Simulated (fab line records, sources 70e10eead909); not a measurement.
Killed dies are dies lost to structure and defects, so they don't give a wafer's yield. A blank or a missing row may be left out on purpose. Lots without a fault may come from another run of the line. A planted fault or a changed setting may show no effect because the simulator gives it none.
fab line records | flow nand_harc
record lots=24 wafers=72 last_day=33
route steps=1302 shown A_CHANNEL_HOLE_D2@589 A_STAIRCASE@673
lots that met no fault: from a run of the same line without faults
start_h: hours from the record's first day to the start of the lot's first wafer shown | wait_h: hours since the lot's step before | " the same as in the row above | L1.1+2: a row that stands for several wafers | - no value, or no start given | * or withheld: withheld | < > ~ a bound
route shown NAME@n: a module of which the file shows steps, and the number in the route of the first | usual: mean/standard deviation of fault-free wafers | same: alike in all rows | chamber/n: place in a boat | sites: the reading at each site | _std_site: their standard deviation | _edge_site: outer sites' mean less inner sites' | radius_mm: how far each site lies from the wafer's centre | mask NAME#n: copy n | behind: the tool/chamber that last shaped the wafer | hold: why the lot was held/for how many hours/how that ended | device: the transistor (n, p or np) that didn't switch | end of line: the same wafers' tests at the end of the route | a step without rows: its recipe alone | killed: dies lost to structure and defects at the first sort, not the wafer's yield | map: a wafer's dies, x killed, . not, _ none there
set.NAME: the setting as run; set.NAME@STEP: as run at that earlier step | model.NAME: the simulator's own value behind a step, which no gauge read
steps of the route over a sample of lots; a table a step, a row a wafer
services: from which hour (start_h, from the record's first day; less than 0 if before it) a tool's chamber was out of use, for how many hours, and why
## steps
# step NHARC_A_CHANNEL_HOLE_D2_ETCH_16
# recipe target_depth_a=31000 over_etch_frac=0.3 time_s=806 ion_energy_ev=150 o2_flow_sccm=400 cos_flow_sccm=20 ar_flow_sccm=0 rf_w=500 bias_w=300 chemistry=O2/COS
# usual drypump_motor_current_A=5.6/0.43 oes_product_au=1.002/0.011 rf_vpp_V=314.0/2.4 showerhead_plenum_p_Torr=3.11/0.16 throttle_valve_pct=28.330/0.0095
# columns lot.wafer tool chamber start_h wait_h drypump_motor_current_A oes_product_au rf_hours_counter_h rf_vpp_V showerhead_plenum_p_Torr throttle_valve_pct
L074.2 rie_diel-13 0 - - 6.1 0.997 4.6 313.6 2.98 28.343
L074.5 " 1 " " 5.7 1.004 - 317.8 3.27 28.334
L074.6 " 2 " " 5.2 1.010 - 311.2 2.91 28.324
L075.1 rie_diel-08 3 - - 5.0 0.986 5.2 313.6 3.09 28.303
L075.3 " 0 " " 5.5 0.998 5.5 312.5 3.01 28.338
L075.5 " 2 " " 5.5 1.000 - 316.9 3.34 28.328
L076.2 rie_diel-09 2 - - 5.5 1.000 11.3 313.9 2.91 28.332
L076.4 " 0 " " 5.9 0.991 10.5 311.2 2.98 28.339
L076.5 " 3 " " 6.5 0.983 - 316.7 3.23 28.332
L077.3 rie_diel-08 3 - - 5.0 1.006 6.2 312.4 3.09 28.327
L077.2 " 1 " " 5.8 1.003 6.5 317.7 3.34 28.316
L077.6 " 2 " " 5.5 1.014 - 316.0 3.34 28.330
L078.1 rie_diel-13 3 - - 5.9 0.976 7.1 311.6 2.95 28.335
L078.2 " 1 " " 5.6 0.984 6.3 316.1 3.27 28.326
L078.3 " 2 " " 5.2 1.009 6.1 311.5 2.91 28.328
L079.4 rie_diel-09 2 - - 5.6 0.998 0.5 311.5 2.91 28.338
L079.2 " 3 " " 6.6 1.009 0.5 316.7 3.23 28.320
L079.6 " 1 " " 5.2 0.998 - 314.2 3.19 28.326
L080.1 rie_diel-08 3 - - 5.0 0.989 8.0 313.8 3.09 28.335
L080.6 " 0 " " 5.5 1.006 - 312.6 3.01 28.310
L080.4 " 2 " " 5.5 1.011 - 316.9 3.34 28.335
L082.3 rie_diel-08 2 - - 5.5 1.025 9.1 318.1 3.34 28.329
L082.2 " 3 " " 4.9 1.005 9.2 312.2 3.09 28.324
L082.5 " 3 " " 4.9 1.001 - 313.8 3.09 28.337
L081.1 rie_diel-09 2 - - 5.5 1.015 2.3 312.4 2.91 28.334
L081.4 " 0 " " 5.9 1.012 2.3 310.4 2.98 28.332
L081.6 " 2 " " 5.5 1.005 - 311.9 2.91 28.316
L083.3 rie_diel-13 0 - - 6.1 0.993 1.0 312.1 2.98 28.313
L083.2 " 1 " " 5.7 0.999 1.1 316.0 3.27 28.326
L083.1 " 3 " " 5.9 0.985 1.6 312.8 2.95 28.335
L084.3 rie_diel-09 1 - - 5.2 0.998 4.5 314.6 3.19 28.335
L084.4 " 3 " " 6.6 0.979 3.4 315.1 3.23 28.325
L084.5 " 1 " " 5.2 0.993 - 315.6 3.19 28.336
L085.2 rie_diel-08 0 - - 5.5 1.014 0.8 313.0 3.01 28.329
L085.1 " 1 " " 5.8 1.013 0.7 319.1 3.34 28.327
L085.6 " 3 " " 5.0 1.007 - 313.6 3.09 28.346
L086.2 rie_diel-09 1 - - 5.2 0.996 5.4 316.6 3.19 28.339
L086.3 " 2 " " 5.5 0.995 4.3 310.6 2.91 28.341
L086.5 " 0 " " 5.9 1.003 - 311.7 2.98 28.334
L088.4 rie_diel-13 3 - - 5.9 0.985 3.6 310.7 2.95 28.318
L088.1 " 1 " " 5.6 1.002 4.0 315.8 3.27 28.314
L088.5 " 3 " " 5.9 0.983 - 312.4 2.95 28.336
L087.3 rie_diel-08 1 - - 5.8 1.008 3.1 316.5 3.34 28.328
L087.6 " 3 " " 4.9 1.006 - 312.9 3.09 28.342
L087.5 " 0 " " 5.5 1.002 - 312.4 3.01 28.326
L089.2 rie_diel-13 0 - - 6.2 0.991 3.7 310.9 2.98 28.341
L089.3 " 1 " " 5.7 0.992 4.5 315.5 3.27 28.328
L089.5 " 1 " " 5.7 0.999 - 316.6 3.27 28.334
L091.4 rie_diel-09 0 - - 5.9 1.007 9.9 312.5 2.98 28.340
L091.2 " 1 " " 5.2 1.006 9.4 314.7 3.19 28.334
L091.5 " 0 " " 5.9 1.020 - 311.4 2.98 28.328
L090.3 rie_diel-13 2 - - 5.2 1.007 5.4 311.6 2.90 28.328
L090.2 " 3 " " 5.9 0.989 4.6 311.4 2.95 28.330
L090.6 " 2 " " 5.2 1.000 - 312.0 2.91 28.354
L092.2 rie_diel-08 1 - - 5.8 1.021 4.3 316.6 3.34 28.319
L092.5 " 0 " " 5.5 1.005 - 312.9 3.00 28.334
L092.6 " 1 " " 5.8 1.028 - 315.0 3.34 28.320
L093.4 rie_diel-09 1 - - 5.2 1.005 10.8 316.8 3.19 28.312
L093.2 " 2 " " 5.5 1.005 8.6 311.5 2.91 28.333
L093.1 " 3 " " 6.6 0.993 10.7 313.6 3.22 28.321
L094.2 rie_diel-13 1 - - 5.7 0.999 8.1 317.6 3.26 28.333
L094.4 " 3 " " 5.9 0.994 - 312.4 2.95 28.320
L094.5 " 2 " " 5.2 1.002 - 311.3 2.90 28.334
L095.2 rie_diel-08 1 - - 5.8 1.019 6.1 318.1 3.34 28.337
L095.3 " 3 " " 5.0 1.024 6.3 312.6 3.08 28.323
L095.6 " 1 " " 5.8 1.026 - 315.5 3.34 28.325
L096.3 rie_diel-08 1 - - 5.8 1.022 7.1 318.2 3.34 28.313
L096.2 " 2 " " 5.5 1.012 7.2 317.1 3.33 28.315
L096.5 " 2 " " 5.5 1.022 - 316.4 3.33 28.331
L097.3 rie_diel-09 2 - - 5.5 0.984 2.4 310.4 2.91 28.330
L097.6 " 2 " " 5.5 0.978 - 312.1 2.91 28.338
L097.5 " 3 " " 6.5 0.986 - 315.7 3.22 28.330
# step NHARC_A_CHANNEL_HOLE_D2_ETCH_27
# recipe bias_v=400 source_w=2000 pressure_mtorr=25 time_s=90 ar_flow_sccm=375 c4f8_flow_sccm=41.7 o2_flow_sccm=83.3 temp_c=-20 target_depth_a=4000 chemistry=C4F8/O2/Ar
# usual bias_v=400/4.4 drypump_motor_current_A=5.84/0.19 showerhead_plenum_p_Torr=3.73/0.11 throttle_valve_pct=27.621/0.0089
# columns lot.wafer tool chamber start_h wait_h bias_v drypump_motor_current_A rf_hours_counter_h showerhead_plenum_p_Torr throttle_valve_pct
L074.2 har_etch-02 1 284.86 0.2 407 6.00 358 3.43 27.608
L074.5 " 1 " " 409 6.02 - 3.43 27.629
L074.6 " 0 " " 400 5.63 - 3.70 27.625
L075.1 har_etch-01 1 306.30 0.2 404 5.66 164 3.74 27.608
L075.3 " 0 " " 402 6.06 - 3.74 27.612
L075.5 " 1 " " 402 5.65 - 3.74 27.612
L076.2 har_etch-02 0 312.29 0.3 401 5.63 - 3.69 27.631
L076.4 " 0 " " 400 5.64 - 3.69 27.614
L076.5 " 0 " " 394 5.65 - 3.69 27.620
L077.2 har_etch-01 0 320.19 0.2 394 6.08 172 3.73 27.626
L077.3 " 1 " " 408 5.69 - 3.73 27.634
L077.6 " 0 " " 395 6.10 - 3.73 27.626
L078.1 har_etch-01 1 334.87 0.2 397 5.68 180 3.73 27.614
L078.2 " 0 " " 408 6.08 180 3.73 27.611
L078.3 " 0 " " 405 6.05 - 3.73 27.613
L079.2 har_etch-01 0 343.89 0.2 397 6.07 184 3.73 27.622
L079.4 " 0 " " 395 6.03 - 3.73 27.619
L079.6 " 1 " " 400 5.69 - 3.73 27.601
L080.1 har_etch-02 0 358.04 0.2 403 5.65 393 3.67 27.611
L080.4 " 0 " " 404 5.64 - 3.67 27.615
L080.6 " 1 " " 404 5.99 - 3.96 27.626
L082.2 har_etch-01 0 372.56 0.2 402 6.05 202 3.72 27.616
L082.3 " 1 " " 402 5.67 - 3.71 27.608
L082.5 " 1 " " 398 5.66 - 3.72 27.621
L081.1 har_etch-02 1 375.35 0.2 403 6.00 404 3.96 27.640
L081.4 " 1 " " 405 6.02 - 3.96 27.621
L081.6 " 0 " " 399 5.65 - 3.67 27.632
L083.2 har_etch-01 1 382.41 0.2 397 5.69 210 3.71 27.623
L083.1 " 0 " " 398 6.11 210 3.71 27.627
L083.3 " 1 " " 393 5.69 - 3.71 27.617
L084.3 har_etch-02 1 400.61 0.2 397 6.01 - 3.96 27.640
L084.4 " 0 " " 392 5.65 - 3.66 27.638
L084.5 " 0 " " 395 5.64 - 3.66 27.601
L085.1 har_etch-01 0 401.12 0.2 397 6.05 225 3.70 27.624
L085.2 " 1 " " 404 5.66 225 3.70 27.622
L085.6 " 1 " " 408 5.66 - 3.70 27.619
L086.2 har_etch-01 0 410.56 0.2 403 6.08 229 3.70 27.620
L086.3 " 1 " " 404 5.66 - 3.70 27.608
L086.5 " 1 " " 399 5.68 - 3.70 27.631
L088.1 har_etch-02 1 445.15 0.2 399 6.05 31 3.94 27.626
L088.4 " 0 " " 397 5.68 - 3.65 27.629
L088.5 " 0 " " 398 5.66 - 3.65 27.617
L087.3 har_etch-01 0 447.35 0.2 394 6.04 - 3.69 27.621
L087.6 " 1 " " 388 5.67 - 3.69 27.636
L087.5 " 0 " " 400 6.07 - 3.69 27.620
L089.2 har_etch-02 0 449.30 0.2 395 5.62 35 3.65 27.631
L089.3 " 1 " " 397 5.98 - 3.94 27.628
L089.5 " 1 " " 400 6.00 - 3.94 27.616
L091.2 har_etch-01 0 454.99 0.2 400 6.09 256 3.69 27.609
L091.4 " 1 " " 401 5.70 - 3.69 27.624
L091.5 " 1 " " 392 5.72 - 3.69 27.616
L090.2 har_etch-02 1 455.75 0.2 401 6.02 38 3.94 27.598
L090.3 " 1 " " 393 6.01 - 3.94 27.619
L090.6 " 0 " " 400 5.66 - 3.65 27.634
L092.2 har_etch-01 1 480.35 0.3 404 5.69 - 3.67 27.621
L092.5 " 1 " " 403 5.73 - 3.67 27.628
L092.6 " 1 " " 406 5.69 - 3.67 27.622
L093.1 har_etch-02 1 485.77 0.2 399 6.02 54 3.93 27.611
L093.2 " 0 " " 401 5.65 54 3.64 27.611
L093.4 " 1 " " 398 6.03 - 3.93 27.627
L094.2 har_etch-02 0 501.92 0.2 404 5.66 65 3.63 27.622
L094.4 " 1 " " 401 6.01 - 3.92 27.609
L094.5 " 0 " " 400 5.65 - 3.63 27.627
L095.2 har_etch-01 0 503.25 0.2 403 6.01 275 3.67 27.615
L095.3 " 0 " " 404 6.06 - 3.67 27.624
L095.6 " 1 " " 396 5.67 - 3.67 27.627
L096.2 har_etch-01 0 515.64 0.2 393 6.08 283 3.67 27.612
L096.3 " 0 " " 397 6.07 - 3.67 27.624
L096.5 " 1 " " 404 5.69 - 3.66 27.635
L097.3 har_etch-01 1 528.82 0.2 401 5.68 - 3.66 27.626
L097.6 " 0 " " 403 6.06 - 3.67 27.627
L097.5 " 1 " " 406 5.71 - 3.66 27.613
# step NHARC_A_STAIRCASE_ETCH_17
# recipe target_depth_a=1000 time_s=40.5 ion_energy_ev=400 c4f8_flow_sccm=20 o2_flow_sccm=10 ar_flow_sccm=withheld rf_w=600 bias_w=1000 chemistry=C4F8/O2
# usual oes_product_au=0.941/0.013 rf_vpp_V=895/4.8
# columns lot.wafer tool chamber start_h wait_h oes_product_au rf_hours_counter_h rf_vpp_V
L074.2 rie_diel-05 1 - - 0.952 30 892
L074.5 " 0 " " 0.949 - 894
L074.6 " 1 " " 0.942 - 891
L075.1 rie_diel-01 2 - - 0.940 58 896
L075.3 " 3 " " 0.946 57 889
L075.5 " 1 " " 0.964 - 898
L076.2 rie_diel-05 2 - - 0.931 32 894
L076.5 " 2 " " 0.936 - 892
L076.4 " 0 " " 0.946 - 896
L077.2 rie_diel-05 0 - - 0.948 41 895
L077.3 " 2 " " 0.934 35 892
L077.6 " 3 " " 0.944 - 887
L078.2 rie_diel-06 2 - - 0.924 34 895
L078.3 " 0 " " 0.937 25 901
L078.1 " 1 " " 0.914 28 899
L079.4 rie_diel-01 3 - - 0.946 3 889
L079.2 " 2 " " 0.948 3 894
L079.6 " 0 " " 0.928 - 896
L080.1 rie_diel-01 3 - - 0.949 7 889
L080.4 " 2 " " 0.925 8 895
L080.6 " 0 " " 0.952 - 896
L082.3 rie_diel-05 2 - - 0.947 2 890
L082.2 " 3 " " 0.959 2 905
L082.5 " 0 " " 0.945 - 895
L081.1 rie_diel-06 2 - - 0.938 47 894
L081.4 " 3 " " 0.960 40 888
L081.6 " 0 " " 0.951 - 900
L083.1 rie_diel-05 0 - - 0.946 5 892
L083.3 " 1 " " 0.962 5 890
L083.2 " 2 " " 0.925 4 892
L085.1 rie_diel-05 3 - - 0.930 10 907
L085.2 " 1 " " 0.946 9 890
L085.6 " 2 " " 0.941 - 891
L084.4 rie_diel-06 2 - - 0.942 57 894
L084.3 " 0 " " 0.934 45 901
L084.5 " 1 " " 0.923 - 900
L086.3 rie_diel-01 1 - - 0.945 22 896
L086.2 " 2 " " 0.911 24 896
L086.5 " 1 " " 0.949 - 896
L088.1 rie_diel-05 2 - - 0.942 23 892
L088.4 " 1 " " 0.948 21 891
L088.5 " 2 " " 0.946 - 891
L087.3 rie_diel-01 3 - - 0.925 36 888
L087.5 " 3 " " 0.934 - 890
L087.6 " 0 " " 0.933 - 896
L089.3 rie_diel-06 0 - - 0.954 6 901
L089.2 " 1 " " 0.938 6 898
L089.5 " 2 " " 0.941 - 892
L090.2 rie_diel-01 0 - - 0.927 40 896
L090.3 " 1 " " 0.940 37 898
L090.6 " 1 " " 0.948 - 898
L091.2 rie_diel-01 3 - - 0.945 40 889
L091.4 " 1 " " 0.954 37 896
L091.5 " 3 " " 0.933 - 888
L092.2 rie_diel-01 3 - - 1.001 45 889
L092.5 " 3 " " 0.997 - 889
L092.6 " 0 " " 0.934 - 895
L093.4 rie_diel-01 3 - - 0.931 47 889
L093.1 " 0 " " 0.948 50 895
L093.2 " 1 " " 0.936 50 896
L094.4 rie_diel-05 0 - - 0.959 41 892
L094.2 " 1 " " 0.962 41 890
L094.5 " 3 " " 0.942 - 904
L095.3 rie_diel-01 0 - - 0.940 55 894
L095.2 " 3 " " 0.932 51 887
L095.6 " 1 " " 0.946 - 897
L096.2 rie_diel-06 1 - - 0.952 27 898
L096.3 " 2 " " 0.948 27 893
L096.5 " 3 " " 0.944 - 905
L097.3 rie_diel-06 0 - - 0.949 29 902
L097.6 " 0 " " 0.955 - 898
L097.5 " 1 " " 0.936 - 897
# step NHARC_A_STAIRCASE_ETCH_19
# recipe target_depth_a=1000 time_s=40.5 ion_energy_ev=400 c4f8_flow_sccm=20 o2_flow_sccm=10 ar_flow_sccm=withheld rf_w=600 bias_w=1000 chemistry=C4F8/O2
# usual oes_product_au=0.941/0.012 rf_vpp_V=894/4.6
# columns lot.wafer tool chamber start_h wait_h oes_product_au rf_hours_counter_h rf_vpp_V
L074.2 rie_diel-05 1 - - 0.937 30 891
L074.5 " 0 " " 0.942 - 894
L074.6 " 2 " " 0.926 - 892
L075.1 rie_diel-01 1 - - 0.962 60 897
L075.3 " 2 " " 0.948 58 895
L075.5 " 2 " " 0.945 - 896
L076.2 rie_diel-05 3 - - 0.936 32 885
L076.5 " 0 " " 0.949 - 894
L076.4 " 2 " " 0.940 - 890
L077.3 rie_diel-05 1 - - 0.944 41 890
L077.2 " 3 " " 0.945 33 886
L077.6 " 0 " " 0.971 - 893
L078.1 rie_diel-06 0 - - 0.954 25 901
L078.3 " 1 " " 0.921 28 899
L078.2 " 2 " " 0.936 34 894
L079.2 rie_diel-01 1 - - 0.962 3 899
L079.4 " 3 " " 0.950 3 888
L079.6 " 1 " " 0.946 - 898
L080.4 rie_diel-01 3 - - 0.921 8 891
L080.1 " 1 " " 0.923 10 897
L080.6 " 3 " " 0.921 - 889
L082.2 rie_diel-05 1 - - 0.957 3 892
L082.3 " 2 " " 0.955 2 892
L082.5 " 2 " " 0.949 - 893
L081.1 rie_diel-06 3 - - 0.947 40 887
L081.4 " 1 " " 0.925 44 899
L081.6 " 2 " " 0.951 - 893
L083.2 rie_diel-05 0 - - 0.947 5 895
L083.1 " 1 " " 0.955 5 891
L083.3 " 2 " " 0.942 5 892
L085.1 rie_diel-05 2 - - 0.932 9 892
L085.2 " 3 " " 0.913 10 906
L085.6 " 0 " " 0.931 - 893
L084.4 rie_diel-06 1 - - 0.945 53 899
L084.3 " 0 " " 0.942 45 901
L084.5 " 1 " " 0.942 - 898
L086.3 rie_diel-01 0 - - 0.950 27 894
L086.2 " 1 " " 0.956 22 896
L086.5 " 3 " " 0.928 - 890
L088.1 rie_diel-05 1 - - 0.945 21 890
L088.4 " 3 " " 0.945 22 906
L088.5 " 2 " " 0.937 - 892
L087.3 rie_diel-01 1 - - 0.958 34 897
L087.6 " 3 " " 0.944 - 890
L087.5 " 0 " " 0.944 - 896
L089.2 rie_diel-06 3 - - 0.942 4 906
L089.3 " 0 " " 0.928 6 901
L089.5 " 1 " " 0.940 - 899
L090.3 rie_diel-01 2 - - 0.924 41 895
L090.2 " 3 " " 0.947 40 890
L090.6 " 2 " " 0.924 - 895
L091.2 rie_diel-01 3 - - 0.934 40 888
L091.4 " 0 " " 0.928 40 894
L091.5 " 3 " " 0.936 - 888
L092.2 rie_diel-01 2 - - 0.931 52 894
L092.6 " 3 " " 0.963 - 888
L092.5 " 0 " " 0.944 - 895
L093.1 rie_diel-01 1 - - 0.956 50 897
L093.2 " 2 " " 0.931 53 895
L093.4 " 0 " " 0.938 50 894
L094.2 rie_diel-05 1 - - 0.952 41 889
L094.4 " 3 " " 0.951 43 905
L094.5 " 1 " " 0.956 - 889
L095.2 rie_diel-01 1 - - 0.951 54 897
L095.3 " 2 " " 0.934 57 895
L095.6 " 1 " " 0.955 - 897
L096.3 rie_diel-06 3 - - 0.943 29 905
L096.2 " 1 " " 0.938 27 899
L096.5 " 1 " " 0.933 - 897
L097.3 rie_diel-06 1 - - 0.954 31 899
L097.6 " 2 " " 0.940 - 893
L097.5 " 3 " " 0.949 - 905
# step NHARC_A_STAIRCASE_ETCH_25
# recipe target_depth_a=1000 time_s=40.5 ion_energy_ev=400 c4f8_flow_sccm=20 o2_flow_sccm=10 ar_flow_sccm=withheld rf_w=600 bias_w=1000 chemistry=C4F8/O2
# usual oes_product_au=0.943/0.012 rf_vpp_V=895/4.8
# columns lot.wafer tool chamber start_h wait_h oes_product_au rf_hours_counter_h rf_vpp_V
L074.2 rie_diel-05 0 - - 0.940 31 894
L074.5 " 0 " " 0.954 - 896
L074.6 " 1 " " 0.951 - 891
L075.3 rie_diel-05 3 - - 0.920 30 887
L075.1 " 1 " " 0.935 38 891
L075.5 " 3 " " 0.915 - 886
L076.4 rie_diel-06 0 - - 0.949 14 902
L076.2 " 2 " " 0.949 20 895
L076.5 " 0 " " 0.953 - 902
L077.2 rie_diel-05 3 - - 0.947 34 888
L077.3 " 2 " " 0.934 35 892
L077.6 " 3 " " 0.934 - 887
L078.3 rie_diel-01 0 - - 0.951 1 897
L078.2 " 1 " " 0.956 1 896
L078.1 " 3 " " 0.953 2 889
L079.2 rie_diel-05 0 - - 0.957 50 896
L079.4 " 1 " " 0.936 50 891
L079.6 " 3 " " 0.934 - 886
L080.4 rie_diel-06 2 - - 0.955 44 893
L080.1 " 3 " " 0.950 38 886
L080.6 " 2 " " 0.952 - 893
L082.3 rie_diel-05 2 - - 0.952 3 891
L082.2 " 0 " " 0.938 3 893
L082.5 " 1 " " 0.969 - 889
L081.4 rie_diel-06 3 - - 0.926 41 887
L081.1 " 0 " " 0.941 37 900
L081.6 " 1 " " 0.925 - 898
L083.3 rie_diel-05 3 - - 0.944 5 906
L083.1 " 0 " " 0.946 5 894
L083.2 " 1 " " 0.953 6 890
L085.1 rie_diel-06 1 - - 0.924 53 896
L085.2 " 2 " " 0.946 57 894
L085.6 " 1 " " 0.941 - 899
L084.3 rie_diel-01 2 - - 0.924 22 896
L084.4 " 1 " " 0.947 20 897
L084.5 " 3 " " 0.920 - 890
L086.2 rie_diel-05 0 - - 0.951 13 894
L086.3 " 1 " " 0.940 12 889
L086.5 " 1 " " 0.947 - 891
L088.4 rie_diel-05 2 - - 0.943 23 891
L088.1 " 3 " " 0.912 23 907
L088.5 " 2 " " 0.941 - 892
L087.3 rie_diel-05 0 - - 0.943 22 894
L087.6 " 0 " " 0.946 - 894
L087.5 " 1 " " 0.960 - 890
L089.3 rie_diel-01 1 - - 0.961 35 898
L089.2 " 2 " " 0.941 39 895
L089.5 " 1 " " 0.954 - 898
L090.2 rie_diel-05 1 - - 0.946 26 891
L090.3 " 3 " " 0.926 26 907
L090.6 " 1 " " 0.938 - 890
L091.4 rie_diel-06 2 - - 0.964 7 895
L091.2 " 3 " " 0.956 7 905
L091.5 " 2 " " 0.964 - 893
L092.2 rie_diel-06 2 - - 0.953 15 892
L092.6 " 1 " " 0.951 - 898
L092.5 " 2 " " 0.948 - 894
L093.1 rie_diel-01 1 - - 0.957 50 897
L093.2 " 2 " " 0.936 54 894
L093.4 " 0 " " 0.933 51 895
L094.4 rie_diel-05 1 - - 0.945 41 890
L094.2 " 3 " " 0.933 44 905
L094.5 " 1 " " 0.934 - 890
L095.3 rie_diel-01 0 - - 0.954 55 895
L095.2 " 1 " " 0.956 54 897
L095.6 " 0 " " 0.949 - 895
L096.3 rie_diel-06 3 - - 0.959 30 904
L096.2 " 1 " " 0.951 27 898
L096.5 " 3 " " 0.945 - 905
L097.3 rie_diel-01 2 - - 0.939 9 894
L097.5 " 2 " " 0.936 - 895
L097.6 " 3 " " 0.946 - 889
# step NHARC_A_STAIRCASE_ETCH_27
# recipe target_depth_a=1000 time_s=40.5 ion_energy_ev=400 c4f8_flow_sccm=20 o2_flow_sccm=10 ar_flow_sccm=withheld rf_w=600 bias_w=1000 chemistry=C4F8/O2
# usual oes_product_au=0.942/0.011 rf_vpp_V=895/5.1
# columns lot.wafer tool chamber start_h wait_h oes_product_au rf_hours_counter_h rf_vpp_V
L074.2 rie_diel-05 2 - - 0.938 24 892
L074.5 " 0 " " 0.954 - 894
L074.6 " 1 " " 0.954 - 891
L075.3 rie_diel-05 0 - - 0.946 38 894
L075.1 " 1 " " 0.935 38 890
L075.5 " 1 " " 0.949 - 892
L076.2 rie_diel-06 2 - - 0.944 20 895
L076.4 " 3 " " 0.939 16 888
L076.5 " 2 " " 0.934 - 896
L077.3 rie_diel-05 1 - - 0.946 41 889
L077.2 " 0 " " 0.953 42 894
L077.6 " 1 " " 0.945 - 891
L078.1 rie_diel-01 3 - - 0.951 2 889
L078.2 " 1 " " 0.942 1 897
L078.3 " 2 " " 0.936 1 896
L079.2 rie_diel-05 0 - - 0.954 50 894
L079.4 " 1 " " 0.941 50 891
L079.6 " 0 " " 0.964 - 894
L080.4 rie_diel-06 1 - - 0.928 40 900
L080.1 " 2 " " 0.956 44 894
L080.6 " 0 " " 0.943 - 901
L082.2 rie_diel-05 0 - - 0.939 4 895
L082.3 " 1 " " 0.955 3 890
L082.5 " 0 " " 0.933 - 894
L081.1 rie_diel-06 1 - - 0.927 44 898
L081.4 " 2 " " 0.954 47 892
L081.6 " 0 " " 0.963 - 899
L083.2 rie_diel-05 3 - - 0.948 5 906
L083.1 " 0 " " 0.947 6 894
L083.3 " 2 " " 0.935 5 891
L085.1 rie_diel-06 2 - - 0.943 58 894
L085.2 " 3 " " 0.935 50 889
L085.6 " 1 " " 0.929 - 898
L084.3 rie_diel-01 1 - - 0.948 20 898
L084.4 " 3 " " 0.931 23 890
L084.5 " 1 " " 0.944 - 897
L086.2 rie_diel-05 1 - - 0.952 12 890
L086.3 " 2 " " 0.923 12 891
L086.5 " 2 " " 0.938 - 891
L088.4 rie_diel-05 1 - - 0.967 22 889
L088.1 " 2 " " 0.936 23 892
L088.5 " 0 " " 0.927 - 894
L087.3 rie_diel-05 3 - - 0.920 24 906
L087.6 " 1 " " 0.955 - 890
L087.5 " 2 " " 0.925 - 891
L089.3 rie_diel-01 2 - - 0.924 39 894
L089.2 " 0 " " 0.948 38 895
L089.5 " 3 " " 0.937 - 889
L091.4 rie_diel-06 2 - - 0.947 7 895
L091.2 " 0 " " 0.940 9 899
L091.5 " 2 " " 0.954 - 893
L090.2 rie_diel-05 1 - - 0.929 26 890
L090.3 " 0 " " 0.926 25 894
L090.6 " 1 " " 0.931 - 890
L092.2 rie_diel-06 0 - - 0.950 16 901
L092.5 " 1 " " 0.957 - 898
L092.6 " 2 " " 0.958 - 893
L093.2 rie_diel-01 3 - - 0.931 47 889
L093.4 " 0 " " 0.941 51 893
L093.1 " 2 " " 0.930 54 895
L094.2 rie_diel-05 2 - - 0.923 42 890
L094.4 " 3 " " 0.938 44 904
L094.5 " 0 " " 0.932 - 891
L095.2 rie_diel-01 3 - - 0.940 51 889
L095.3 " 0 " " 0.960 55 894
L095.6 " 3 " " 0.938 - 888
L096.3 rie_diel-06 1 - - 0.944 27 898
L096.2 " 2 " " 0.953 28 892
L096.5 " 2 " " 0.946 - 892
L097.3 rie_diel-01 2 - - 0.942 9 895
L097.5 " 1 " " 0.957 - 895
L097.6 " 2 " " 0.952 - 894
## services
# columns tool chamber start_h hours kind
rie_diel-05 2 262.13 13.8 repair
rie_diel-01 1 263.10 19.6 repair
rie_diel-05 - 279.15 0.6 repair
rie_diel-06 - 307.25 9.0 pm
rie_diel-01 0 313.91 2.8 repair
rie_diel-08 - 328.04 0.8 repair
rie_diel-05 0 330.05 3.3 repair
rie_diel-05 3 340.22 13.9 repair
rie_diel-08 1 350.06 6.4 repair
rie_diel-05 1 365.82 2.9 repair
rie_diel-08 - 368.24 9.0 pm
har_etch-02 - 377.00 17.0 pm
rie_diel-01 - 377.14 1.4 repair
rie_diel-01 - 381.26 9.0 pm
rie_diel-06 - 402.50 0.5 repair
rie_diel-05 - 406.63 9.0 pm
rie_diel-01 1 441.49 7.4 repair
rie_diel-08 1 457.69 7.4 repair
rie_diel-06 - 484.25 9.0 pm
rie_diel-05 2 524.64 1.5 repair
rie_diel-08 - 527.47 18.9 repair
rie_diel-01 3 528.71 7.8 repair
rie_diel-01 - 558.26 9.0 pm
rie_diel-05 - 583.68 9.0 pm
## key
fault none
